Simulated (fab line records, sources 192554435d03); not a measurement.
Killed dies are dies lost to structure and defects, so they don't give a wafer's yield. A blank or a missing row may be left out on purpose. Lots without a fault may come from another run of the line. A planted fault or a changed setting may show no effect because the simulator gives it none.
Split-lot experiment | flow n5_finfet | 7 lots, 21 wafers read, on a route of 1938 steps

THE SPLIT
At N5_BEOL_M15_TRENCH_ETCH_34 (etches SiO2 in C4F8/O2/Ar, target depth 872.93 nm, time 199 s), the setting time_s was moved away from the recipe's 199 s on 10 of the 21 wafers read, by -11.2% to +15.3%. The other wafers ran this setting at the recipe's value.

FROM THE SPLIT TO THE READING: what the file shows between them, 4 steps
- N5_BEOL_M15_STRIP_36: strips in O2
- N5_BEOL_M15_ECD_47: material Cu, target thk 1860 nm
- N5_BEOL_M15_ANNEAL_48: time 90 s
- N5_BEOL_M15_CMP_49: polishes, stops on SiO2, t overpolish 4.9 s, target thk 850 nm

THE READING
M15_THK, in nm, at N5_BEOL_M15_THK_MEAS_50 (measures by xrf). Fault-free wafers of this fab line usually give 863 nm, standard deviation 23 nm.

wafer  | tool, chamber at the split | time_s as run, s | against the recipe | M15_THK, nm | against lot-mates on the recipe
L074.1 | rie_diel-01, 0             | 219.7            | +10.4%             | 986         | +121
L074.5 | rie_diel-01, 0             | 199              | recipe             | 889         | -
L074.6 | rie_diel-01, 1             | 199              | recipe             | 841         | -
L079.2 | rie_diel-01, 1             | 186.6            | -6.2%              | 773         | -55
L079.3 | rie_diel-01, 3             | 199              | recipe             | 828         | -
L079.5 | rie_diel-01, 2             | 186.6            | -6.2%              | 800         | -28
L082.1 | rie_diel-01, 1             | 199              | recipe             | 833         | -
L082.2 | rie_diel-01, 0             | 199              | recipe             | 909         | -
L082.3 | rie_diel-01, 2             | 229.5            | +15.3%             | 993         | +122
L084.2 | rie_diel-02, 3             | 212.8            | +6.9%              | 934         | no lot-mate on the recipe
L084.3 | rie_diel-02, 0             | 212.8            | +6.9%              | 911         | no lot-mate on the recipe
L084.5 | rie_diel-02, 0             | 212.8            | +6.9%              | 901         | no lot-mate on the recipe
L086.1 | rie_diel-02, 0             | 199              | recipe             | 840         | -
L086.2 | rie_diel-02, 1             | 199              | recipe             | 857         | -
L086.6 | rie_diel-02, 0             | 176.8            | -11.2%             | 739         | -110
L091.1 | rie_diel-01, 1             | 221.2            | +11.2%             | 916         | +55
L091.3 | rie_diel-01, 3             | 199              | recipe             | 861         | -
L091.5 | rie_diel-01, 1             | 221.2            | +11.2%             | 920         | +59
L095.1 | rie_diel-01, 1             | 199              | recipe             | 817         | -
L095.2 | rie_diel-01, 0             | 199              | recipe             | 882         | -
L095.4 | rie_diel-01, 2             | 199              | recipe             | 872         | -

THE FIT
A straight line over all 21 wafers: M15_THK changes by +8.96 nm for each +1% of time_s; r = +0.91; the points scatter about the line by 27 nm.
The same after taking each lot's own level away (the mean of its wafers on the recipe; 18 wafers): +7.77 nm for each +1%; r = +0.90; scatter 26 nm.
On that fit, the largest move of time_s shifts the reading by 1.2e+02 nm.
The lots' own levels span 828.0 to 871.0 nm, that is 1.9 times the standard deviation above.
So the lot-to-lot level changes the slope: the two fits differ.
Check: with one of the wafers moved furthest among these (+15.3%) left out of the fit, the line predicts +116 nm for it against its lot-mates. It came out at +122 nm against them.

THE WHOLE CHAIN: every reading that the file lists as answering this split, in the file's order
step                       | what it does                                                   | reading                                                                       | change (the file's fit)              | r (the file's)
N5_BEOL_M15_TRENCH_ETCH_34 | etches SiO2 in C4F8/O2/Ar, target depth 872.93 nm, time 199 s  | etch.depth_nm (the simulator's own value, which no gauge read)                | +8 nm for each +1% of the setting    | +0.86
N5_BEOL_M15_CMP_49         | polishes, stops on SiO2, t overpolish 4.9 s, target thk 850 nm | Cu_of_BEOL_M15_ECD_47.thk_nm (the simulator's own value, which no gauge read) | +8.06 nm for each +1% of the setting | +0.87
N5_BEOL_M15_THK_MEAS_50    | measures by xrf                                                | M15_THK                                                                       | +8.3 for each +1% of the setting     | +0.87

THE FILE'S OWN FIT
M15_THK changes by +8.3 nm for each +1% of time_s, r = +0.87.
